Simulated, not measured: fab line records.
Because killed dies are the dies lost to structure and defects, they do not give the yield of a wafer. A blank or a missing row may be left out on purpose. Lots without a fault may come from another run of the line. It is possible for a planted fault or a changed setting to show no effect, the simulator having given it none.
Matching of chambers    flow n5Finfet    4 sister chambers for N5_BEOL_M5_STRIP_64 on rieDiel-01
The step strips in CF4. 4 wafers are shown with their chamber, then 8 later ones without.

## WAFERS WITH THEIR CHAMBER
wafer   chamber  showerheadPlenumPTorr (Torr)
L084.1  3        1.72
L085.3  1        1.77
L085.6  2        1.86
L086.2  0        1.78

## WAFERS WHOSE CHAMBER IS MISSING
wafer   showerheadPlenumPTorr (Torr)
L086.3  1.77
L086.4  1.86
L087.1  1.86
L087.2  1.71
L087.3  1.77
L087.4  1.78
L087.5  1.86
L087.6  1.77

## THE CHAMBER EACH PASSED THROUGH
wafer   from the rows above  in truth
L086.3  1                    1
L086.4  2                    2
L087.1  2                    2
L087.2  3                    3
L087.3  1                    1
L087.4  0                    0
L087.5  2                    2
L087.6  1                    1
Placed correctly: 8 of 8. Number that these rows cannot place: 0. Number placed wrongly: 0.
How it was worked out, from the rows above alone: a wafer's distance from a chamber is the root of the sum, over the readings, of the square of ((its reading less the chamber's mean) divided by the reading's scatter). The wafer belongs to the nearest chamber; if the next one is less than 2 further off, it can't be placed. The mean given for a chamber averages the wafers shown for that chamber. The scatter: with one shown wafer a chamber, the root of the mean of the squares of how far each hidden wafer lies from its nearest shown one.
